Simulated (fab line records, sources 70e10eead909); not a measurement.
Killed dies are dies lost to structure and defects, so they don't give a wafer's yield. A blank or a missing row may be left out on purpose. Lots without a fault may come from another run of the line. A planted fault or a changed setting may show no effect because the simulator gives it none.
fab line records | flow nand_harc
record lots=5 wafers=15 last_day=24
route steps=1159 shown P_BONDPAD@364 END@1159
lots that met no fault: from a run of the same line without faults
start_h: hours from the record's first day to the start of the lot's first wafer shown | wait_h: hours since the lot's step before | " the same as in the row above | L1.1+2: a row that stands for several wafers | - no value, or no start given | * or withheld: withheld | < > ~ a bound
route shown NAME@n: a module of which the file shows steps, and the number in the route of the first | usual: mean/standard deviation of fault-free wafers | same: alike in all rows | chamber/n: place in a boat | sites: the reading at each site | _std_site: their standard deviation | _edge_site: outer sites' mean less inner sites' | radius_mm: how far each site lies from the wafer's centre | mask NAME#n: copy n | behind: the tool/chamber that last shaped the wafer | hold: why the lot was held/for how many hours/how that ended | device: the transistor (n, p or np) that didn't switch | end of line: the same wafers' tests at the end of the route | a step without rows: its recipe alone | killed: dies lost to structure and defects at the first sort, not the wafer's yield | map: a wafer's dies, x killed, . not, _ none there
set.NAME: the setting as run; set.NAME@STEP: as run at that earlier step | model.NAME: the simulator's own value behind a step, which no gauge read
lots at some steps of the route; a table a step, a row a wafer
services: from which hour (start_h, from the record's first day; less than 0 if before it) a tool's chamber was out of use, for how many hours, and why
## steps
# step NHARC_P_BONDPAD_CD_MEAS_09
# recipe target_cd_nm=500 landing_energy_ev=500
# usual cd_nm=499.7/2
# columns lot.wafer tool chamber start_h wait_h cd_nm
L628.1 cd_sem-01 0 161.91 - 499.4
L628.2 " 0 " " 498.1
L628.4 " 0 " " 501.9
L629.2 cd_sem-02 0 163.99 - 496.0
L629.3 " 0 " " 497.8
L629.5 " 0 " " 501.6
L640.2 cd_sem-03 0 229.49 - 498.0
L640.4 " 0 " " 499.5
L640.5 " 0 " " 498.6
L642.4 cd_sem-03 0 238.64 - 498.8
L642.5 " 0 " " 495.3
L642.6 " 0 " " 495.9
L645.2 cd_sem-02 0 263.83 - 501.3
L645.3 " 0 " " 499.4
L645.5 " 0 " " 502.9
# step NHARC_P_BONDPAD_OVL_MEAS_38
# usual overlay_x_nm=-1/7.7 overlay_y_nm=0/5.3
# columns lot.wafer tool chamber start_h wait_h overlay_x_nm overlay_y_nm
L628.1 overlay-02 - 162.00 - -7 -10
L628.2 " - " " -7 -11
L628.4 " - " " -6 -10
L629.2 overlay-02 - 164.07 - 0 -11
L629.3 " - " " 1 -11
L629.5 " - " " 1 -10
L640.2 overlay-02 - 229.58 - 9 1
L640.4 " - " " 10 1
L640.5 " - " " 9 1
L642.4 overlay-01 - 238.72 - -3 2
L642.5 " - " " -2 2
L642.6 " - " " -2 2
L645.2 overlay-01 - 263.92 - 16 -1
L645.3 " - " " 16 -2
L645.5 " - " " 16 -2
# step NHARC_P_BONDPAD_HARDBAKE_10
# recipe temp_c=118 time_s=65
# step NHARC_P_BONDPAD_DESCUM_11
# recipe time_s=3 o2_flow_sccm=200 ar_flow_sccm=0 bias_power_w=0 chemistry=O2
# usual drypump_motor_current_A=5.7/0.56 oes_product_au=1.002/0.0092 rf_vpp_V=57.6/0.78 showerhead_plenum_p_Torr=1.87/0.062 throttle_valve_pct=11.311/0.0088
# columns lot.wafer tool chamber start_h wait_h drypump_motor_current_A oes_product_au rf_hours_counter_h rf_vpp_V showerhead_plenum_p_Torr throttle_valve_pct
L628.2 rie_diel-01 0 162.12 - 5.3 0.996 2 58.5 1.80 11.298
L628.4 " 1 " " 6.6 0.993 1 58.4 1.89 11.318
L628.1 " 2 " " 5.1 1.004 1 57.6 1.86 11.301
L629.2 rie_diel-01 2 164.21 - 5.0 1.004 1 57.3 1.86 11.307
L629.3 " 3 " " 5.9 0.998 2 57.6 1.83 11.320
L629.5 " 1 " " 6.6 0.995 - 57.0 1.89 11.311
L640.2 rie_diel-01 2 229.70 - 5.0 1.001 7 58.8 1.86 11.306
L640.4 " 1 " " 6.6 1.014 7 59.5 1.89 11.301
L640.5 " 2 " " 5.1 1.005 - 57.4 1.86 11.308
L642.4 rie_diel-01 1 238.86 - 6.6 0.999 8 56.6 1.89 11.300
L642.6 " 3 " " 5.9 1.000 - 57.5 1.83 11.305
L642.5 " 0 " " 5.3 0.999 - 57.4 1.80 11.303
L645.3 rie_diel-01 2 264.05 - 5.0 0.994 11 57.5 1.86 11.322
L645.2 " 1 " " 6.6 1.012 11 58.9 1.89 11.323
L645.5 " 2 " " 5.1 1.009 - 58.1 1.86 11.301
# step NHARC_P_BONDPAD_ETCH_37
# recipe target_depth_a=600 overetch_a=180 time_s=65.91 ion_energy_ev=200 n2_flow_sccm=150 h2_flow_sccm=150 ar_flow_sccm=0 rf_w=400 bias_w=150 chemistry=N2/H2
# usual bias_w=150.0/0.48 drypump_motor_current_A=5.8/0.56 n2_flow_sccm=150.1/0.45 oes_product_au=1.002/0.0081 rf_vpp_V=429.1/2.2 showerhead_plenum_p_Torr=1.99/0.071 throttle_valve_pct=14.172/0.008
# columns lot.wafer tool chamber start_h wait_h bias_w drypump_motor_current_A n2_flow_sccm oes_product_au rf_hours_counter_h rf_vpp_V showerhead_plenum_p_Torr throttle_valve_pct
L628.1 rie_diel-01 3 162.21 0.1 150.4 5.9 150.2 0.997 2 427.3 1.95 14.184
L628.2 " 0 " " 149.9 5.3 149.8 0.995 2 427.5 1.92 14.173
L628.4 " 1 " " 150.3 6.6 150.6 1.000 1 430.0 2.02 14.171
L629.3 rie_diel-01 2 164.30 0.1 150.1 5.1 149.5 1.010 1 428.7 1.98 14.167
L629.2 " 3 " " 149.7 5.9 150.0 1.010 2 427.0 1.95 14.178
L629.5 " 1 " " 150.4 6.6 149.5 0.996 - 431.1 2.02 14.162
L640.2 rie_diel-01 3 229.78 0.1 148.9 5.9 150.0 1.019 8 427.8 1.94 14.178
L640.4 " 2 " " 149.3 5.1 150.2 1.000 7 429.3 1.98 14.178
L640.5 " 3 " " 149.3 5.9 149.5 1.016 - 427.0 1.94 14.167
L642.4 rie_diel-01 2 238.94 0.1 150.4 5.1 150.6 1.017 8 429.6 1.98 14.165
L642.6 " 0 " " 150.8 5.3 150.3 0.997 - 428.2 1.91 14.165
L642.5 " 1 " " 150.1 6.6 150.2 1.000 - 429.3 2.02 14.162
L645.2 rie_diel-01 3 264.13 0.1 149.5 5.9 150.1 1.028 11 427.4 1.94 14.169
L645.3 " 2 " " 150.3 5.0 150.1 1.010 11 429.2 1.98 14.168
L645.5 " 3 " " 150.2 5.9 149.7 1.009 - 428.1 1.94 14.180
# step NHARC_P_BONDPAD_ETCH_12
# recipe target_depth_a=2000 time_s=100 chf3_flow_sccm=50 o2_flow_sccm=10 ar_flow_sccm=200 rf_w=500 bias_w=200 chemistry=CHF3/O2
# step NHARC_P_BONDPAD_CD_MEAS_13
# usual cd_nm=499.3/2.1
# columns lot.wafer tool chamber start_h wait_h cd_nm
L628.1 cd_sem-03 - 162.44 - 498.7
L628.2 " - " " 499.0
L628.4 " - " " 501.3
L629.2 cd_sem-03 - 164.52 - 494.8
L629.3 " - " " 497.6
L629.5 " - " " 500.7
L640.2 cd_sem-02 - 230.02 - 498.4
L640.4 " - " " 499.1
L640.5 " - " " 499.1
L642.4 cd_sem-02 - 239.17 - 498.2
L642.5 " - " " 494.8
L642.6 " - " " 495.6
L645.2 cd_sem-01 - 264.36 - 500.7
L645.3 " - " " 498.6
L645.5 " - " " 503.5
# step NHARC_P_BONDPAD_STRIP_15
# recipe o2_flow_sccm=500 ar_flow_sccm=0 bias_w=0 chemistry=O2
# usual drypump_motor_current_A=5.7/0.56 oes_product_au=1.003/0.0082 rf_vpp_V=57.6/0.88 showerhead_plenum_p_Torr=3.44/0.1 throttle_valve_pct=17.036/0.0096
# same bias_w=0
# columns lot.wafer tool chamber start_h wait_h drypump_motor_current_A oes_product_au rf_hours_counter_h rf_vpp_V showerhead_plenum_p_Torr throttle_valve_pct
L628.4 rie_diel-08 2 162.51 0.1 5.9 1.006 12 56.1 3.34 17.037
L628.2 " 3 " " 5.2 0.994 12 57.2 3.49 17.031
L628.1 " 1 " " 6.6 0.985 12 59.6 3.72 17.038
L629.2 rie_diel-01 2 164.60 0.1 5.1 1.007 2 57.2 3.44 17.028
L629.3 " 3 " " 5.9 1.005 2 58.3 3.38 17.024
L629.5 " 3 " " 5.9 1.008 - 57.9 3.38 17.039
L640.2 rie_diel-01 0 230.12 0.1 5.3 0.998 8 57.3 3.33 17.041
L640.4 " 1 " " 6.6 1.001 8 58.3 3.49 17.023
L640.5 " 3 " " 5.9 0.995 - 59.3 3.38 17.041
L642.4 rie_diel-01 3 239.25 0.1 5.9 1.006 8 56.4 3.38 17.027
L642.6 " 3 " " 5.9 1.015 - 57.2 3.38 17.039
L642.5 " 0 " " 5.3 0.996 - 56.1 3.33 17.033
L645.2 rie_diel-01 3 264.43 0.1 5.9 1.009 11 57.6 3.38 17.044
L645.3 " 0 " " 5.3 0.991 12 59.2 3.33 17.025
L645.5 " 3 " " 5.9 0.999 - 57.7 3.38 17.040
# step NHARC_P_BONDPAD_ETCH_24
# recipe target_depth_a=300 over_etch_frac=0.3 time_s=72.99 ion_energy_ev=150 cf4_flow_sccm=50 n2_flow_sccm=100 ar_flow_sccm=150 rf_w=300 bias_w=100 chemistry=CF4/N2
# step NHARC_P_BONDPAD_STRIP_16
# recipe time_s=600 temp_c=30 chemistry=post_etch_residue_remover
# step NHARC_P_BONDPAD_DEGAS_25
# recipe temp_c=300 time_s=60
# usual heater_power_w=495/55
# columns lot.wafer tool chamber start_h wait_h heater_power_w
L628.1 pvd_sputter-02 - 163.07 - 634
L628.2 " - " " 533
L628.4 " - " " 417
L629.3 pvd_sputter-02 - 165.14 - 621
L629.2 " - " " 518
L629.5 " - " " 529
L640.4 pvd_sputter-01 - 230.64 - 496
L640.2 " - " " 506
L640.5 " - " " 499
L642.4 pvd_sputter-01 - 239.82 - 501
L642.6 " - " " 491
L642.5 " - " " 502
L645.2 pvd_sputter-01 - 265.03 - 480
L645.3 " - " " 512
L645.5 " - " " 500
# step NHARC_P_BONDPAD_PRE_CLEAN_26
# recipe time_s=30 temp_c=280 gas=H2/He
# step NHARC_P_BONDPAD_PVD_17
# recipe target_thk_a=50 bias_v=168.6 power_w=15000 chamber_pressure_pa=0.12 time_s=8.06 substrate_temp_c=50 material=TaN
# usual chamber_pressure_pa=0.11996/0.00023 throttle_valve_pct=30.2/1 time_s=8.06/0
# columns lot.wafer tool chamber start_h wait_h chamber_pressure_pa throttle_valve_pct time_s
L628.2 pvd_sputter-02 - 163.17 - 0.12036 31.3 8.06
L628.1 " - " " 0.11994 30.7 8.06
L628.4 " - " " 0.1196 28.3 8.06
L629.2 pvd_sputter-02 - 165.27 - 0.1199 30.4 7.7784
L629.3 " - " " 0.1198 28.5 8.06
L629.5 " - " " 0.11965 30.4 7.7784
L640.4 pvd_sputter-01 - 230.76 - 0.11994 28.5 8.06
L640.2 " - " " 0.11988 30.7 8.06
L640.5 " - " " 0.11966 28.4 8.06
L642.4 pvd_sputter-01 - 239.94 - 0.11997 28.7 8.06
L642.6 " - " " 0.11982 31.0 8.06
L642.5 " - " " 0.11965 30.0 8.06
L645.2 pvd_sputter-01 - 265.15 - 0.12022 30.6 8.06
L645.3 " - " " 0.12007 29.8 8.06
L645.5 " - " " 0.12048 30.7 8.06
# step NHARC_P_BONDPAD_PVD_27
# recipe target_thk_a=300 chamber_pressure_pa=5 power_w=5000 substrate_temp_c=30 time_s=20.49 material=Cu
# usual chamber_pressure_pa=5.000/0.0095 throttle_valve_pct=30.1/1 time_s=20.49/0
# columns lot.wafer tool chamber start_h wait_h chamber_pressure_pa throttle_valve_pct time_s
L628.1 pvd_sputter-02 - - - 4.991 30.5 20.49
L628.2 " - " " 5.017 30.5 20.49
L628.4 " - " " 5.003 28.2 20.49
L629.2 pvd_sputter-02 - - - 4.990 28.6 20.49
L629.3 " - " " 4.988 30.7 20.49
L629.5 " - " " 4.984 31.2 20.49
L640.4 pvd_sputter-01 - - - 4.984 30.5 20.49
L640.2 " - " " 4.987 30.1 20.49
L640.5 " - " " 5.005 28.7 20.49
L642.4 pvd_sputter-01 - - - 5.013 28.8 20.49
L642.5 " - " " 5.010 30.7 20.49
L642.6 " - " " 4.995 30.0 20.49
L645.2 pvd_sputter-01 - - - 5.003 28.6 20.49
L645.3 " - " " 4.987 30.1 20.49
L645.5 " - " " 5.000 30.4 20.49
# step NHARC_END_SORT_01
# recipe temp_c=25
# usual defect_limited_yield=95.1/1.3 killed_at_array=29/8.4 killed_at_other=0.7/1.2 killed_at_periphery=3.8/2.1 killed_dies=33/9 killed_open=3.4/2 killed_short=2.1/1.4 sort_bin_2_pct=1.5/0.56 sort_bin_3_pct=0.26/0.2 sort_bin_4_pct=3.1/0.91 sort_n_pass=644/9 sort_rim_yield_pct=96.2/2.2 sort_yield_pct=95.1/1.3
# same gross_dies=677 sort_bin_5_pct[%]=0 sort_bin_6_pct[%]=0 sort_bin_7_pct[%]=0 sort_bin_8_pct[%]=0 sort_rim_n_gross=106.00
# columns lot.wafer tool chamber start_h wait_h defect_limited_yield[%] killed_at_array killed_at_other killed_at_periphery killed_dies killed_open killed_short sort_bin_2_pct[%] sort_bin_3_pct[%] sort_bin_4_pct[%] sort_n_pass sort_rim_yield_pct[%] sort_yield_pct[%]
L629.2 prober-01 0 496.31 2.8 93.8 37 0 5 42 4 3 3.2 0.15 2.8 635 90.6 93.8
L629.3 prober-01 0 497.11 3.1 93.2 41 1 4 46 6 1 1.6 0.30 4.9 631 94.3 93.2
L629.5 prober-01 0 498.72 3.7 93.6 37 0 6 43 2 2 1.6 0.30 4.4 634 96.2 93.6
L628.1 prober-02 0 503.26 2.5 97.5 15 1 1 17 3 2 0.6 0 1.9 660 100.0 97.5
L628.2 prober-02 0 504.06 2.8 97.5 15 0 2 17 3 1 1.0 0 1.5 660 98.1 97.5
L628.4 prober-02 0 505.67 3.4 97.3 16 0 2 18 4 4 0.9 0 1.8 659 99.1 97.3
L640.2 prober-01 0 543.28 2.8 95.6 25 1 4 30 5 5 1.6 0 2.8 647 95.3 95.6
L640.4 prober-01 0 544.88 3.4 95.6 23 2 5 30 5 1 1.0 0.15 3.2 647 98.1 95.6
L640.5 prober-01 0 545.68 3.7 93.8 33 2 7 42 3 4 2.2 0.44 3.5 635 98.1 93.8
L642.4 prober-02 0 552.40 3.4 96.8 16 2 4 22 6 2 0.3 0.30 2.7 655 97.2 96.8
L642.5 prober-02 0 553.19 3.7 97.0 18 0 2 20 3 1 0.4 0.30 2.2 657 97.2 97.0
L642.6 prober-02 0 553.97 3.9 97.8 12 3 0 15 1 0 0.7 0.15 1.3 662 97.2 97.8
# killed by level:class
L629.2 A_CHANNEL_HOLE_D1:chamber_film_flake=16 A_SLIT:chamber_film_flake=10 A_CONTACT:chamber_film_flake=7 P_CONTACT:geometric_particle:short=2 P_CONTACT:geometric_particle:open=2 A_CHANNEL_FILL_D1:geometric_particle:open=1 A_WL_FILL:geometric_particle:short=1 A_CONTACT:geometric_particle:open=1
L629.3 A_CHANNEL_HOLE_D1:chamber_film_flake=16 A_SLIT:chamber_film_flake=9 A_CONTACT:chamber_film_flake=6 A_CONTACT:geometric_particle:open=4 P_CONTACT:chamber_film_flake=3 A_STAIRCASE:chamber_film_flake=3 A_WL_FILL:geometric_particle:open=1 A_BLC:geometric_particle:open=1
L629.5 A_CHANNEL_HOLE_D1:chamber_film_flake=17 A_SLIT:chamber_film_flake=11 A_CONTACT:chamber_film_flake=7 P_STI:chamber_film_flake=3 P_M0:geometric_particle:open=2 A_CHANNEL_HOLE_D1:geometric_particle:short=1 A_CONTACT:geometric_particle:short=1 P_CONTACT:chamber_film_flake=1
L628.1 A_CONTACT:chamber_film_flake=4 A_CHANNEL_HOLE_D1:chamber_film_flake=3 A_STAIRCASE:chamber_film_flake=3 A_SOURCE_PLATE:geometric_particle:open=1 A_CHANNEL_HOLE_D1:geometric_particle:open=1 A_CHANNEL_FILL_D1:geometric_particle:open=1 A_SGD_CUT:geometric_particle:short=1 P_STI:chamber_film_flake=1
L628.2 A_CONTACT:chamber_film_flake=4 A_ZERO_WELL:chamber_film_flake=3 A_STAIRCASE:chamber_film_flake=3 A_CHANNEL_HOLE_D1:chamber_film_flake=2 P_CONTACT:geometric_particle:short=1 P_M0:geometric_particle:open=1 A_CONTACT:geometric_particle:open=1 A_BLC:geometric_particle:open=1
L628.4 A_CONTACT:chamber_film_flake=4 A_ZERO_WELL:chamber_film_flake=2 A_CHANNEL_HOLE_D1:chamber_film_flake=2 P_STI:geometric_particle:open=1 P_CONTACT:geometric_particle:short=1 A_SOURCE_PLATE:geometric_particle:short=1 A_CHANNEL_FILL_D1:geometric_particle:short=1 A_CONTACT:geometric_particle:open=1
L640.2 A_CHANNEL_HOLE_D1:chamber_film_flake=15 A_ONON_D1:geometric_particle:short=2 A_STAIRCASE:chamber_film_flake=2 P_CONTACT:geometric_particle:short=1 P_M0:geometric_particle:open=1 A_CHANNEL_FILL_D1:geometric_particle:short=1 A_SLIT:geometric_particle:open=1 A_WL_FILL:geometric_particle:open=1
L640.4 A_CHANNEL_HOLE_D1:chamber_film_flake=14 A_CONTACT:chamber_film_flake=3 P_CONTACT:geometric_particle:open=2 THIN_TSV:chamber_film_flake=2 P_CONTACT:geometric_particle:short=1 P_M0:geometric_particle:open=1 A_WL_FILL:geometric_particle:open=1 A_BLC:geometric_particle:open=1
L640.5 A_CHANNEL_HOLE_D1:chamber_film_flake=24 P_GATE:chamber_film_flake=2 A_ZERO_WELL:chamber_film_flake=2 A_CONTACT:chamber_film_flake=2 THIN_TSV:chamber_film_flake=2 P_CONTACT:geometric_particle:short=1 P_CONTACT:geometric_particle:open=1 P_M1:geometric_particle:open=1
L642.4 A_CHANNEL_HOLE_D1:chamber_film_flake=6 A_STAIRCASE:chamber_film_flake=4 A_CHANNEL_FILL_D1:geometric_particle:open=2 THIN_TSV:chamber_film_flake=2 P_CONTACT:geometric_particle:open=1 P_M0:geometric_particle:open=1 P_M1:geometric_particle:short=1 A_ONON_D1:geometric_particle:open=1
L642.5 A_CHANNEL_HOLE_D1:chamber_film_flake=5 A_SLIT:chamber_film_flake=3 A_CHANNEL_FILL_D1:chamber_film_flake=2 A_STAIRCASE:chamber_film_flake=2 A_WL_FILL:chamber_film_flake=2 P_GATE:geometric_particle:open=1 A_CONTACT:geometric_particle:short=1 A_CONTACT:geometric_particle:open=1
L642.6 A_CHANNEL_HOLE_D1:chamber_film_flake=3 A_CONTACT:chamber_film_flake=3 A_WL_FILL:chamber_film_flake=2 A_SGD_CUT:geometric_particle:open=1 A_CHANNEL_FILL_D1:chamber_film_flake=1 A_STAIRCASE:chamber_film_flake=1 A_SLIT:chamber_film_flake=1 HYBRID_BOND:chamber_film_flake=1
## services
# columns tool chamber start_h hours kind
pvd_sputter-01 - 145.07 0.5 repair
rie_diel-01 0 146.80 - clean
rie_diel-01 1 146.80 - clean
rie_diel-01 2 146.80 - clean
rie_diel-01 3 146.80 - clean
pvd_sputter-01 - 158.01 10.0 pm
rie_diel-01 0 171.30 - clean
rie_diel-01 1 171.30 - clean
rie_diel-01 2 171.30 - clean
rie_diel-01 3 171.30 - clean
rie_diel-01 0 195.95 - clean
rie_diel-01 1 195.95 - clean
rie_diel-01 2 195.95 - clean
rie_diel-01 3 195.95 - clean
rie_diel-08 1 212.14 10.4 repair
pvd_sputter-02 - 214.00 10.0 pm
pvd_sputter-01 - 214.17 1.6 repair
rie_diel-08 2 215.41 3.8 repair
rie_diel-08 0 216.33 1.2 repair
rie_diel-01 0 220.45 - clean
rie_diel-01 1 220.45 - clean
rie_diel-08 0 221.02 31.8 repair
rie_diel-08 3 240.57 5.9 repair
rie_diel-08 2 245.58 13.5 repair
## key
first_sign step=NHARC_P_BONDPAD_PVD_17 reading=time_s direction=down sigmas=99+ usual=* struck=*
effect none on later readings
met_at NHARC_P_BONDPAD_PVD_17
struck_wafers L629.2,L629.5
onset_between 163.17 165.27
fault kind=process_parameter_drift tool=pvd_sputter-02 chamber=- onset_h=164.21 steps=NHARC_P_BONDPAD_PVD_17 channel=time_s offset=* shape=step end_h=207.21 scope=struck_wafers_only acts_in=* stated=*
